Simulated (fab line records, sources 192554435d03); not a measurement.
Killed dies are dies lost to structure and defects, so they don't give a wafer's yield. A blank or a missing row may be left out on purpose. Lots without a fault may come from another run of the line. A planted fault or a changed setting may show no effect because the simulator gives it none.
fab line records | flow n5_finfet
record lots=10 wafers=30 last_day=17
route steps=1938 shown BEOL_M3@996 BEOL_M4@1111 PASSIVATION@1936
lots that met no fault: from a run of the same line without faults
start_h: hours from the record's first day to the start of the lot's first wafer shown | wait_h: hours since the lot's step before | " the same as in the row above | L1.1+2: a row that stands for several wafers | - no value, or no start given | * or withheld: withheld | < > ~ a bound
route shown NAME@n: a module of which the file shows steps, and the number in the route of the first | usual: mean/standard deviation of fault-free wafers | same: alike in all rows | chamber/n: place in a boat | sites: the reading at each site | _std_site: their standard deviation | _edge_site: outer sites' mean less inner sites' | radius_mm: how far each site lies from the wafer's centre | mask NAME#n: copy n | behind: the tool/chamber that last shaped the wafer | hold: why the lot was held/for how many hours/how that ended | device: the transistor (n, p or np) that didn't switch | end of line: the same wafers' tests at the end of the route | a step without rows: its recipe alone | killed: dies lost to structure and defects at the first sort, not the wafer's yield | map: a wafer's dies, x killed, . not, _ none there
set.NAME: the setting as run; set.NAME@STEP: as run at that earlier step | model.NAME: the simulator's own value behind a step, which no gauge read
steps of the route over a sample of lots; a table a step, a row a wafer
services: from which hour (start_h, from the record's first day; less than 0 if before it) a tool's chamber was out of use, for how many hours, and why
## steps
# step N5_BEOL_M3_SPUTTER_79
# recipe material=Cu target_thk_a=45 temp_c=-20 chamber_pressure_pa=0.07 power_w=withheld time_s=8.29
# usual chamber_pressure_pa=0.07002/0.00014 chuck_gas_flow_sccm=1.26/0.055 substrate_temp_c=-20.00/0.11 throttle_valve_pct=29.6/1.2
# columns lot.wafer tool chamber start_h wait_h chamber_pressure_pa chuck_gas_flow_sccm substrate_temp_c throttle_valve_pct
L994.2 pvd_sputter-02 - 163.86 0.1 0.0702 1.21 -20.05 29.3
L994.4 " - " " 0.06989 1.25 -20.08 29.9
L994.6 " - " " 0.07024 1.28 -20.15 29.4
L997.1 pvd_sputter-01 - 185.99 0.1 0.06997 1.23 -20.12 30.5
L997.4 " - " " 0.06991 1.25 -20.15 28.8
L997.6 " - " " 0.06997 1.24 -19.91 31.0
L998.1 pvd_sputter-01 - 189.24 0.1 0.0697 1.24 -20.02 28.9
L998.3 " - " " 0.06981 1.22 -19.95 31.3
L998.6 " - " " 0.0701 1.16 -19.82 28.4
L106.2 pvd_sputter-02 - 240.37 0.1 0.06991 1.25 -20.04 27.9
L106.3 " - " " 0.07 1.22 -19.91 29.7
L106.5 " - " " 0.07025 1.45 -20.04 29.4
L108.1 pvd_sputter-01 - 244.05 0.1 0.07018 1.17 -20.00 29.1
L108.3 " - " " 0.06995 1.21 -19.91 31.1
L108.6 " - " " 0.07014 1.30 -20.20 28.7
L107.2 pvd_sputter-01 - 250.75 0.1 0.07015 1.30 -20.04 28.5
L107.3 " - " " 0.06997 1.25 -19.76 30.4
L107.6 " - " " 0.07036 1.27 -19.91 31.2
L109.4 pvd_sputter-02 - 252.87 0.1 0.07004 1.37 -19.92 29.4
L109.5 " - " " 0.06997 1.27 -20.05 29.4
L109.6 " - " " 0.06999 1.26 -19.81 27.8
L110.1 pvd_sputter-02 - 256.17 0.1 0.07028 1.33 -19.88 29.6
L110.4 " - " " 0.06987 1.30 -19.95 29.8
L110.6 " - " " 0.07001 1.17 -19.88 29.3
L111.1 pvd_sputter-02 - 266.62 0.1 0.06999 1.21 -20.03 29.9
L111.4 " - " " 0.06989 1.27 -20.07 29.1
L111.5 " - " " 0.07018 1.26 -20.04 29.7
L115.1 pvd_sputter-03 - 291.49 0.1 0.07016 1.28 -20.11 32.2
L115.4 " - " " 0.06985 1.22 -19.98 29.7
L115.5 " - " " 0.06999 1.22 -19.90 28.0
# step N5_BEOL_M3_SPUTTER_90
# recipe material=Cu target_thk_a=45 temp_c=-20 chamber_pressure_pa=0.07 power_w=withheld time_s=8.29
# usual chamber_pressure_pa=0.07002/0.00014 chuck_gas_flow_sccm=1.26/0.048 substrate_temp_c=-19.98/0.1 throttle_valve_pct=29.6/1.2
# columns lot.wafer tool chamber start_h wait_h chamber_pressure_pa chuck_gas_flow_sccm substrate_temp_c throttle_valve_pct
L994.2 pvd_sputter-02 - 164.74 0.1 0.07006 1.27 -20.14 29.4
L994.4 " - " " 0.07002 1.30 -19.98 29.7
L994.6 " - " " 0.06996 1.27 -20.07 29.5
L997.1 pvd_sputter-01 - 186.87 0.1 0.06994 1.28 -20.09 30.2
L997.4 " - " " 0.07017 1.34 -19.93 29.1
L997.6 " - " " 0.06992 1.38 -19.91 31.3
L998.1 pvd_sputter-01 - 190.12 0.1 0.07007 1.28 -20.09 29.0
L998.3 " - " " 0.07002 1.19 -20.26 30.9
L998.6 " - " " 0.07029 1.19 -19.94 28.4
L106.2 pvd_sputter-02 - 241.25 0.1 0.06995 1.39 -19.92 27.9
L106.3 " - " " 0.07004 1.23 -19.86 29.5
L106.5 " - " " 0.06976 1.23 -19.93 29.4
L108.1 pvd_sputter-01 - 244.93 0.1 0.07025 1.27 -19.97 29.1
L108.3 " - " " 0.07023 1.23 -19.85 31.4
L108.6 " - " " 0.06988 1.26 -20.01 28.4
L107.2 pvd_sputter-01 - 251.63 0.1 0.06984 1.26 -20.16 28.3
L107.3 " - " " 0.07008 1.24 -19.93 30.3
L107.6 " - " " 0.06963 1.22 -19.93 31.1
L109.4 pvd_sputter-02 - 253.75 0.1 0.07002 1.26 -19.95 29.8
L109.5 " - " " 0.07007 1.19 -19.89 29.5
L109.6 " - " " 0.06997 1.26 -20.05 28.3
L110.1 pvd_sputter-02 - 257.05 0.1 0.06993 1.22 -19.98 29.6
L110.4 " - " " 0.0702 1.33 -19.94 29.8
L110.6 " - " " 0.06994 1.29 -20.00 29.5
L111.1 pvd_sputter-02 - 267.50 0.1 0.06984 1.25 -19.86 29.7
L111.4 " - " " 0.07 1.36 -19.99 29.6
L111.5 " - " " 0.0702 1.25 -19.88 29.8
L115.1 pvd_sputter-03 - 292.37 0.1 0.07011 1.25 -19.93 32.1
L115.4 " - " " 0.07008 1.28 -19.90 29.8
L115.5 " - " " 0.07013 1.28 -19.94 28.0
# step N5_BEOL_M3_SPUTTER_96
# recipe material=Cu target_thk_a=45 temp_c=-20 chamber_pressure_pa=0.07 power_w=withheld time_s=8.29
# usual chamber_pressure_pa=0.06999/0.00015 chuck_gas_flow_sccm=1.26/0.05 substrate_temp_c=-20.00/0.11 throttle_valve_pct=29.6/1.2
# columns lot.wafer tool chamber start_h wait_h chamber_pressure_pa chuck_gas_flow_sccm substrate_temp_c throttle_valve_pct
L994.2 pvd_sputter-02 - 165.40 0.1 0.06998 1.24 -20.15 29.3
L994.4 " - " " 0.06996 1.30 -19.91 30.2
L994.6 " - " " 0.0699 1.28 -20.21 29.3
L997.1 pvd_sputter-01 - 187.53 0.1 0.07012 1.24 -19.93 30.6
L997.4 " - " " 0.07013 1.20 -20.08 29.2
L997.6 " - " " 0.06999 1.31 -19.83 31.2
L998.1 pvd_sputter-01 - 190.78 0.1 0.07007 1.26 -19.86 29.2
L998.3 " - " " 0.06998 1.21 -20.23 31.2
L998.6 " - " " 0.06993 1.21 -20.05 28.5
L106.2 pvd_sputter-02 - 241.91 0.1 0.06991 1.24 -20.24 27.9
L106.3 " - " " 0.06999 1.33 -20.14 29.8
L106.5 " - " " 0.07012 1.16 -19.99 29.4
L108.1 pvd_sputter-01 - 245.59 0.1 - - - -
L108.3 " - " " - - - -
L108.6 " - " " - - - -
L107.2 pvd_sputter-01 - 252.29 0.1 - - - -
L107.3 " - " " - - - -
L107.6 " - " " - - - -
L109.4 pvd_sputter-02 - 254.41 0.1 0.06983 1.29 -19.89 29.6
L109.5 " - " " 0.06967 1.28 -20.09 29.2
L109.6 " - " " 0.07002 1.31 -19.85 27.7
L110.1 pvd_sputter-02 - 257.71 0.1 0.07014 1.26 -19.90 29.9
L110.4 " - " " 0.07019 1.24 -20.02 29.7
L110.6 " - " " 0.07007 1.25 -19.92 29.7
L111.1 pvd_sputter-02 - 268.16 0.1 0.06999 1.27 -20.14 29.6
L111.4 " - " " 0.06994 1.30 -20.01 29.6
L111.5 " - " " 0.06982 1.33 -19.86 29.8
L115.1 pvd_sputter-03 - 293.03 0.1 0.07012 1.26 -20.04 32.1
L115.4 " - " " 0.07018 1.30 -20.01 29.8
L115.5 " - " " 0.07029 1.29 -20.00 28.1
# step N5_BEOL_M3_ANNEAL_51
# recipe temp_c=225 time_s=90 ambient=N2
# usual wafer_temp_C_max=225.86/0.22
# columns lot.wafer tool chamber start_h wait_h wafer_temp_C_max
L994.2 rtp_anneal-01 0 165.64 0.1 225.27
L994.4 " 0 " " 225.46
L994.6 " 0 " " 225.99
L997.1 rtp_anneal-01 0 187.73 0.1 225.64
L997.4 " 0 " " 225.95
L997.6 " 0 " " 226.24
L998.1 rtp_anneal-01 0 190.98 0.1 225.88
L998.3 " 0 " " 225.72
L998.6 " 0 " " 225.25
L106.2 rtp_anneal-02 0 242.15 0.1 225.54
L106.3 " 0 " " 226.15
L106.5 " 0 " " 225.83
L108.1 rtp_anneal-01 0 245.78 0.1 225.72
L108.3 " 0 " " 225.78
L108.6 " 0 " " 225.70
L107.2 rtp_anneal-02 0 252.53 0.1 226.12
L107.3 " 0 " " 226.26
L107.6 " 0 " " 225.88
L109.4 rtp_anneal-01 0 254.74 0.2 226.06
L109.5 " 0 " " 226.00
L109.6 " 0 " " 226.02
L110.1 rtp_anneal-01 0 257.90 0.1 225.78
L110.4 " 0 " " 225.87
L110.6 " 0 " " 225.71
L111.1 rtp_anneal-01 0 268.36 0.1 225.84
L111.4 " 0 " " 226.05
L111.5 " 0 " " 225.99
L115.1 rtp_anneal-01 0 293.23 0.1 225.46
L115.4 " 0 " " 225.69
L115.5 " 0 " " 225.80
# step N5_BEOL_M4_RC_MEAS_101
# usual DIBL_N=36.3/1 DIBL_P=36.2/1.4 IOFF_N=0.157/0.021 IOFF_P=0.206/0.025 ION_N=673/9 ION_P=461/6.4 SS_N=71.5/0.5 SS_P=73.2/0.47 VT_N=249.9/2.4 VT_P=-250.6/2.9
# columns lot.wafer tool chamber start_h wait_h DIBL_N[mV/V] DIBL_P[mV/V] IOFF_N[nA/um] IOFF_P[nA/um] ION_N[uA/um] ION_P[uA/um] SS_N[mV/dec] SS_P[mV/dec] VT_N[mV] VT_P[mV]
L994.2 prober-02 0 178.17 0.2 36.3 36.9 0.150 0.209 659 457 71.7 72.9 252.3 -251.1
L994.4 " 0 " " 35.5 36.1 0.134 0.194 657 452 71.6 73.6 255.2 -251.2
L994.6 " 0 " " 37.9 38.2 0.171 0.225 669 461 72.7 74.3 250.0 -252.0
L997.1 prober-02 0 199.64 0.0 36.7 37.4 0.170 0.224 669 464 72.4 73.5 247.3 -249.1
L997.4 " 0 " " 35.1 36.1 0.145 0.196 665 456 71.5 73.2 251.9 -252.0
L997.6 " 0 " " 35.3 36.2 0.144 0.196 661 458 70.9 73.4 251.8 -252.4
L998.1 prober-01 0 201.54 0.0 37.5 35.9 0.151 0.199 668 464 71.5 73.9 250.2 -249.6
L998.3 " 0 " " 39.5 38.7 0.202 0.242 686 467 72.3 73.3 246.9 -247.3
L998.6 " 0 " " 38.3 37.6 0.181 0.226 686 469 71.5 73.5 250.7 -250.6
L106.2 prober-01 0 251.95 0.2 36.6 36.7 0.187 0.259 685 470 71.7 73.0 247.2 -244.2
L106.3 " 0 " " 36.8 36.7 0.202 0.271 687 475 71.7 72.9 243.5 -244.8
L106.5 " 0 " " 36.1 34.8 0.169 0.233 682 471 71.1 72.7 247.3 -248.5
L108.1 prober-01 0 255.63 0.0 36.5 35.7 0.142 0.199 665 454 71.3 73.1 250.0 -250.1
L108.3 " 0 " " 38.0 37.5 0.169 0.228 666 463 71.4 73.5 249.7 -248.1
L108.6 " 0 " " 36.4 35.4 0.138 0.196 658 456 71.1 73.1 250.6 -253.0
L107.2 prober-02 0 263.53 0.2 35.6 35.0 0.139 0.220 666 466 71.5 72.8 251.5 -247.1
L107.3 " 0 " " 37.0 35.2 0.150 0.224 671 462 71.8 73.1 250.7 -247.0
L107.6 " 0 " " 36.3 35.1 0.145 0.217 661 462 71.1 72.9 251.4 -247.4
L109.4 prober-02 0 268.79 0.5 35.6 35.9 0.151 0.179 665 455 70.6 73.3 248.0 -254.9
L109.5 " 0 " " 36.8 37.1 0.173 0.206 666 455 71.6 72.8 250.0 -251.5
L109.6 " 0 " " 36.5 37.8 0.172 0.214 678 463 71.6 73.4 248.5 -252.5
L110.1 prober-01 0 271.10 0.0 37.3 38.0 0.173 0.249 690 471 72.1 73.8 249.4 -244.6
L110.4 " 0 " " 37.6 38.4 0.181 0.255 685 480 72.4 73.7 245.4 -244.6
L110.6 " 0 " " 36.7 36.6 0.157 0.226 674 466 72.5 72.7 247.9 -248.5
L111.1 prober-02 0 281.11 0.0 37.5 35.7 0.148 0.179 665 448 71.8 73.4 251.7 -255.2
L111.4 " 0 " " 35.4 34.3 0.120 0.157 667 455 70.2 72.9 252.6 -255.0
L111.5 " 0 " " 35.9 34.6 0.132 0.162 660 455 72.1 72.3 252.5 -255.7
L115.1 prober-02 0 306.57 0.0 36.6 39.0 0.183 0.210 688 469 71.7 73.4 246.7 -247.7
L115.4 " 0 " " 37.6 40.5 0.208 0.230 697 462 71.7 73.7 247.3 -248.8
L115.5 " 0 " " 36.7 38.5 0.187 0.207 686 462 72.0 73.4 246.2 -249.5
# step N5_PASSIVATION_PROBE_49
# usual defect_limited_yield=91.1/1.3 killed_at_M0_to_M3=36/10 killed_at_M4_up=14/4.4 killed_at_contacts=14/5.7 killed_at_front_end=39/9.4 killed_at_other=2.9/2.6 killed_dies=105/15 killed_open=70/12 killed_short=34/7.1 sort_bin_5_function=5.3/0.77 sort_bin_6_memory=3.3/0.66 sort_n_pass=1075/15 sort_yield_pct=91.1/1.3
# same gross_dies=1180 killed_at_back_side=0 sort_bin_4_leakage[%]=0 sort_bin_8_speed[%]=0
# columns lot.wafer tool chamber start_h wait_h defect_limited_yield[%] killed_at_M0_to_M3 killed_at_M4_up killed_at_contacts killed_at_front_end killed_at_other killed_dies killed_open killed_short sort_bin_5_function[%] sort_bin_6_memory[%] sort_n_pass sort_yield_pct[%]
L994.2 prober-01 - 282.07 0.1 92.5 37 13 3 35 1 89 64 24 4.6 2.8 1091 92.5
L994.4 prober-01 - 282.17 0.2 89.8 23 14 26 55 2 120 81 37 5.8 4.1 1060 89.8
L994.6 prober-01 - 282.27 0.3 87.9 57 23 14 49 0 143 89 52 7.0 4.8 1037 87.9
L997.1 prober-01 - 302.80 0.0 90.7 21 7 17 65 0 110 79 28 5.6 3.2 1070 90.7
L997.4 prober-01 - 302.95 0.2 90.8 18 23 13 54 1 109 70 35 5.6 3.4 1071 90.8
L997.6 prober-01 - 303.05 0.3 90.7 36 17 11 46 0 110 76 32 5.8 3.3 1070 90.7
L998.1 prober-02 - 303.57 0.0 89.2 62 12 16 33 4 127 81 45 5.8 4.6 1053 89.2
L998.3 prober-02 - 303.67 0.1 88.8 38 16 16 52 10 132 78 52 6.0 4.7 1048 88.8
L998.6 prober-02 - 303.82 0.3 90.8 50 11 19 26 3 109 66 42 5.4 3.7 1071 90.8
L108.1 prober-02 - 351.94 0.0 91.4 43 9 10 40 0 102 60 34 4.9 3.5 1078 91.4
L108.3 prober-02 - 352.04 0.1 91.6 33 13 14 37 2 99 63 30 5.0 3.4 1081 91.6
L108.6 prober-02 - 352.19 0.3 89.7 54 11 21 33 2 121 83 31 6.3 3.6 1059 89.7
L106.2 prober-01 - 360.07 0.1 89.7 52 13 8 48 1 122 88 33 5.7 4.3 1058 89.7
L106.3 prober-01 - 360.12 0.1 91.3 45 17 6 34 1 103 66 37 5.3 3.0 1077 91.3
L106.5 prober-01 - 360.22 0.2 90.8 39 13 13 42 1 108 72 36 5.1 3.7 1072 90.8
L107.2 prober-02 - 361.84 0.1 90.0 46 16 10 45 1 118 79 27 6.0 3.7 1062 90.0
L107.3 prober-02 - 361.89 0.1 92.5 34 12 5 37 0 88 47 30 4.5 2.9 1092 92.5
L107.6 prober-02 - 362.04 0.3 91.0 38 24 6 33 5 106 74 27 5.7 3.2 1074 91.0
L109.4 prober-02 - 362.90 0.2 90.6 37 15 17 37 5 111 80 30 5.7 3.6 1069 90.6
L109.5 prober-02 - 362.95 0.2 91.4 19 18 6 57 2 102 61 35 4.7 3.2 1078 91.4
L109.6 prober-02 - 363.00 0.3 93.1 13 16 12 40 1 82 46 34 4.0 2.4 1098 93.1
L110.1 prober-01 - 373.43 0.0 92.3 31 10 18 30 2 91 58 28 4.7 2.9 1089 92.3
L110.4 prober-01 - 373.58 0.2 89.5 44 17 10 50 3 124 82 40 5.3 4.5 1056 89.5
L110.6 prober-01 - 373.68 0.3 90.7 27 10 23 44 6 110 75 34 5.3 3.3 1070 90.7
L111.1 prober-02 - 389.50 0.0 90.9 30 23 17 37 0 107 79 25 5.6 3.3 1073 90.9
L111.4 prober-02 - 389.65 0.2 92.5 35 10 11 32 0 88 57 29 3.6 3.7 1092 92.5
L111.5 prober-02 - 389.70 0.2 90.8 32 19 13 41 3 108 77 30 5.3 3.6 1072 90.8
L115.1 prober-01 - 403.74 0.0 90.6 24 19 12 50 6 111 77 34 5.3 3.9 1069 90.6
L115.4 prober-01 - 403.89 0.2 93.0 20 12 12 36 3 83 59 24 3.8 2.7 1097 93.0
L115.5 prober-01 - 403.94 0.2 90.1 39 12 22 43 1 117 77 40 5.5 4.0 1063 90.1
# killed by level:class
L994.2 BEOL_M3:geometric_particle:open=10 STI_FIN_REVEAL:geometric_particle:open=8 BEOL_M1:geometric_particle:open=8 FIN_SAQP:geometric_particle:open=7 BEOL_M4:geometric_particle:open=7 GATE_CUT:geometric_particle:short=5 BEOL_M0_SAQP:geometric_particle:open=5 DUMMY_GATE:geometric_particle:open=4
L994.4 MOL_CONTACT_COAG:geometric_particle:open=18 STI_FIN_REVEAL:geometric_particle:open=15 FIN_SAQP:geometric_particle:open=13 MOL_CONTACT_COAG:geometric_particle:short=8 BEOL_M0_SAQP:geometric_particle:short=7 BEOL_M0_SAQP:geometric_particle:open=6 FIN_SAQP:geometric_particle:short=5 DUMMY_GATE:geometric_particle:open=5
L994.6 BEOL_M0_SAQP:geometric_particle:open=13 MOL_CONTACT_COAG:geometric_particle:open=12 FIN_SAQP:geometric_particle:short=11 FIN_SAQP:geometric_particle:open=11 BEOL_M0_SAQP:geometric_particle:short=10 BEOL_M4:geometric_particle:open=10 STI_FIN_REVEAL:geometric_particle:open=9 BEOL_M2:geometric_particle:open=9
L997.1 STI_FIN_REVEAL:geometric_particle:open=30 MOL_CONTACT_COAG:geometric_particle:open=11 FIN_SAQP:geometric_particle:open=6 MOL_CONTACT_COAG:geometric_particle:short=6 DUMMY_GATE:geometric_particle:open=5 GATE_CUT:geometric_particle:open=5 BEOL_M1:geometric_particle:open=5 ILD0:geometric_particle:short=3
L997.4 STI_FIN_REVEAL:geometric_particle:open=16 BEOL_M4:geometric_particle:open=14 MOL_CONTACT_COAG:geometric_particle:open=9 GATE_CUT:geometric_particle:short=8 BEOL_M0_SAQP:geometric_particle:short=7 FIN_SAQP:geometric_particle:open=6 BEOL_M0_SAQP:geometric_particle:open=5 FIN_SAQP:geometric_particle:short=4
L997.6 BEOL_M0:geometric_particle:open=11 MOL_CONTACT_COAG:geometric_particle:open=10 BEOL_M4:geometric_particle:open=9 STI_FIN_REVEAL:geometric_particle:open=8 DUMMY_GATE:geometric_particle:open=7 FIN_SAQP:geometric_particle:open=6 FIN_SAQP:geometric_particle:short=6 BEOL_M0_SAQP:geometric_particle:short=5
L998.1 BEOL_M0_SAQP:geometric_particle:open=20 BEOL_M0_SAQP:geometric_particle:short=19 MOL_CONTACT_COAG:geometric_particle:open=15 BEOL_M2:geometric_particle:open=10 FIN_SAQP:geometric_particle:short=7 STI_FIN_REVEAL:geometric_particle:open=6 FIN_SAQP:geometric_particle:open=5 BEOL_M3:geometric_particle:open=5
L998.3 BEOL_M0_SAQP:geometric_particle:short=14 MOL_CONTACT_COAG:geometric_particle:open=13 FIN_SAQP:geometric_particle:short=12 STI_FIN_REVEAL:geometric_particle:open=12 BEOL_M0_SAQP:geometric_particle:open=11 BEOL_M4:geometric_particle:open=8 FIN_SAQP:geometric_particle:open=6 BEOL_M2:geometric_particle:open=6
L998.6 BEOL_M0_SAQP:geometric_particle:short=19 MOL_CONTACT_COAG:geometric_particle:open=12 STI_FIN_REVEAL:geometric_particle:open=8 BEOL_M2:geometric_particle:open=8 MOL_CONTACT_COAG:geometric_particle:short=7 BEOL_M0_SAQP:geometric_particle:open=7 BEOL_M1:geometric_particle:open=6 BEOL_M4:geometric_particle:open=6
L108.1 BEOL_M2:geometric_particle:open=9 FIN_SAQP:geometric_particle:short=8 BEOL_M3:interface_void_opened=8 STI_FIN_REVEAL:geometric_particle:open=7 FIN_SAQP:geometric_particle:open=5 DUMMY_GATE:geometric_particle:open=5 MOL_CONTACT_COAG:geometric_particle:short=5 MOL_CONTACT_COAG:geometric_particle:open=5
L108.3 STI_FIN_REVEAL:geometric_particle:open=12 MOL_CONTACT_COAG:geometric_particle:open=12 BEOL_M1:geometric_particle:open=10 BEOL_M3:interface_void_opened=6 FIN_SAQP:geometric_particle:short=5 GATE_CUT:geometric_particle:short=5 FIN_SAQP:geometric_particle:open=4 BEOL_M6:geometric_particle:open=4
L108.6 MOL_CONTACT_COAG:geometric_particle:open=20 BEOL_M1:geometric_particle:open=12 BEOL_M0_SAQP:geometric_particle:open=9 BEOL_M3:geometric_particle:open=9 FIN_SAQP:geometric_particle:open=7 BEOL_M0_SAQP:geometric_particle:short=7 FIN_SAQP:geometric_particle:short=6 BEOL_M3:interface_void_opened=6
L106.2 STI_FIN_REVEAL:geometric_particle:open=19 BEOL_M0_SAQP:geometric_particle:open=15 BEOL_M0_SAQP:geometric_particle:short=13 BEOL_M3:geometric_particle:open=11 FIN_SAQP:geometric_particle:open=7 MOL_CONTACT_COAG:geometric_particle:open=6 BEOL_M4:geometric_particle:open=6 STI_FIN_REVEAL:geometric_particle:short=5
L106.3 BEOL_M0_SAQP:geometric_particle:short=16 BEOL_M0_SAQP:geometric_particle:open=15 STI_FIN_REVEAL:geometric_particle:open=13 BEOL_M4:geometric_particle:open=6 FIN_CUT:geometric_particle:open=4 MOL_CONTACT_COAG:geometric_particle:open=4 BEOL_M2:geometric_particle:open=4 BEOL_M3:geometric_particle:short=4
L106.5 BEOL_M0_SAQP:geometric_particle:open=11 FIN_SAQP:geometric_particle:open=9 DUMMY_GATE:geometric_particle:open=9 BEOL_M0_SAQP:geometric_particle:short=9 MOL_CONTACT_COAG:geometric_particle:open=8 BEOL_M4:geometric_particle:open=8 BEOL_M1:geometric_particle:open=6 STI_FIN_REVEAL:geometric_particle:open=5
L107.2 BEOL_M3:interface_void_opened=11 BEOL_M0_SAQP:geometric_particle:open=11 STI_FIN_REVEAL:geometric_particle:open=10 MOL_CONTACT_COAG:geometric_particle:open=10 FIN_SAQP:geometric_particle:open=7 FIN_SAQP:geometric_particle:short=6 BEOL_M3:geometric_particle:open=6 BEOL_M0_SAQP:geometric_particle:short=5
L107.3 FIN_SAQP:geometric_particle:short=12 BEOL_M3:interface_void_opened=10 FIN_SAQP:geometric_particle:open=8 BEOL_M0_SAQP:geometric_particle:open=7 BEOL_M0_SAQP:geometric_particle:short=7 STARTING-WAFER:geometric_particle:short=5 MOL_CONTACT_COAG:geometric_particle:open=4 BEOL_M0:geometric_particle:open=4
L107.6 BEOL_M4:geometric_particle:open=12 BEOL_M3:geometric_particle:open=12 BEOL_M0_SAQP:geometric_particle:open=9 STI_FIN_REVEAL:geometric_particle:open=8 FIN_SAQP:geometric_particle:short=5 BEOL_M3:interface_void_opened=4 FIN_CUT:geometric_particle:open=4 BEOL_M2:geometric_particle:open=4
L109.4 MOL_CONTACT_COAG:geometric_particle:open=14 BEOL_M0_SAQP:geometric_particle:short=9 BEOL_M4:geometric_particle:open=9 BEOL_M0_SAQP:geometric_particle:open=9 DUMMY_GATE:geometric_particle:open=8 STI_FIN_REVEAL:geometric_particle:open=8 GATE_CUT:geometric_particle:short=8 GATE_CUT:geometric_particle:open=5
L109.5 FIN_SAQP:geometric_particle:short=14 FIN_SAQP:geometric_particle:open=12 BEOL_M4:geometric_particle:open=10 STI_FIN_REVEAL:geometric_particle:open=7 DUMMY_GATE:geometric_particle:open=6 BEOL_M1:geometric_particle:open=3 GATE_CUT:geometric_particle:short=3 MOL_CONTACT_COAG:geometric_particle:short=3
L109.6 FIN_SAQP:geometric_particle:short=9 BEOL_M4:geometric_particle:open=9 STI_FIN_REVEAL:geometric_particle:open=8 MOL_CONTACT_COAG:geometric_particle:open=7 FIN_SAQP:geometric_particle:open=6 MOL_CONTACT_COAG:geometric_particle:short=5 STARTING-WAFER:geometric_particle:short=4 STI_FIN_REVEAL:geometric_particle:short=3
L110.1 MOL_CONTACT_COAG:geometric_particle:open=15 BEOL_M2:geometric_particle:open=8 BEOL_M0_SAQP:geometric_particle:open=7 STI_FIN_REVEAL:geometric_particle:open=6 FIN_SAQP:geometric_particle:open=5 GATE_CUT:geometric_particle:short=5 BEOL_M0_SAQP:geometric_particle:short=5 FIN_SAQP:geometric_particle:short=4
L110.4 STI_FIN_REVEAL:geometric_particle:open=24 BEOL_M0_SAQP:geometric_particle:short=15 BEOL_M0_SAQP:geometric_particle:open=10 BEOL_M2:geometric_particle:open=9 GATE_CUT:geometric_particle:short=7 MOL_CONTACT_COAG:geometric_particle:open=7 BEOL_M4:geometric_particle:open=7 BEOL_M1:geometric_particle:open=6
L110.6 MOL_CONTACT_COAG:geometric_particle:open=16 STI_FIN_REVEAL:geometric_particle:open=11 BEOL_M0_SAQP:geometric_particle:short=10 BEOL_M0_SAQP:geometric_particle:open=8 FIN_SAQP:geometric_particle:open=7 MOL_CONTACT_COAG:geometric_particle:short=7 BEOL_M4:geometric_particle:open=7 ILD0:geometric_particle:open=5
L111.1 MOL_CONTACT_COAG:geometric_particle:open=13 STI_FIN_REVEAL:geometric_particle:open=12 BEOL_M3:geometric_particle:open=9 BEOL_M0_SAQP:geometric_particle:short=8 GATE_CUT:geometric_particle:open=7 BEOL_M4:geometric_particle:open=7 FIN_SAQP:geometric_particle:open=5 BEOL_M5:geometric_particle:open=5
L111.4 BEOL_M1:geometric_particle:open=11 BEOL_M3:geometric_particle:open=9 STI_FIN_REVEAL:geometric_particle:open=8 BEOL_M3:geometric_particle:short=7 FIN_SAQP:geometric_particle:open=6 GATE_CUT:geometric_particle:short=5 MOL_CONTACT_COAG:geometric_particle:open=5 MOL_CONTACT_COAG:geometric_particle:short=4
L111.5 BEOL_M3:geometric_particle:open=13 STI_FIN_REVEAL:geometric_particle:open=12 MOL_CONTACT_COAG:geometric_particle:open=12 FIN_SAQP:geometric_particle:short=10 BEOL_M3:geometric_particle:short=8 BEOL_M4:geometric_particle:open=8 STI_FIN_REVEAL:geometric_particle:short=5 DUMMY_GATE:geometric_particle:open=5
L115.1 FIN_SAQP:geometric_particle:open=17 MOL_CONTACT_COAG:geometric_particle:open=11 BEOL_M4:geometric_particle:open=8 FIN_SAQP:geometric_particle:short=7 GATE_CUT:geometric_particle:short=7 BEOL_M0_SAQP:geometric_particle:open=6 BEOL_M2:geometric_particle:open=4 BEOL_M3:geometric_particle:short=4
L115.4 FIN_SAQP:geometric_particle:open=10 MOL_CONTACT_COAG:geometric_particle:open=10 BEOL_M4:geometric_particle:open=8 STI_FIN_REVEAL:geometric_particle:open=6 BEOL_M0_SAQP:geometric_particle:open=5 BEOL_M1:geometric_particle:open=4 STARTING-WAFER:geometric_particle:short=4 GATE_CUT:geometric_particle:short=3
L115.5 MOL_CONTACT_COAG:geometric_particle:open=17 STI_FIN_REVEAL:geometric_particle:open=12 BEOL_M0_SAQP:geometric_particle:short=12 BEOL_M0_SAQP:geometric_particle:open=11 FIN_SAQP:geometric_particle:short=8 BEOL_M4:geometric_particle:open=7 BEOL_M3:geometric_particle:open=6 STARTING-WAFER:geometric_particle:open=5
## services
# columns tool chamber start_h hours kind
rtp_anneal-02 - 194.59 4.1 pm
## key
first_sign step=N5_BEOL_M3_SPUTTER_96 reading=tool_record direction=missing
effect none on later readings
met_at N5_BEOL_M3_SPUTTER_96
struck_lots L107,L108
not_acting_at N5_BEOL_M3_SPUTTER_79,N5_BEOL_M3_SPUTTER_90,N5_BEOL_M3_ANNEAL_51
onset_between 190.78 245.59
fault kind=skipped_step_whole tool=pvd_sputter-01 chamber=- onset_h=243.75 steps=N5_BEOL_M3_SPUTTER_96 scope=struck_lots_only
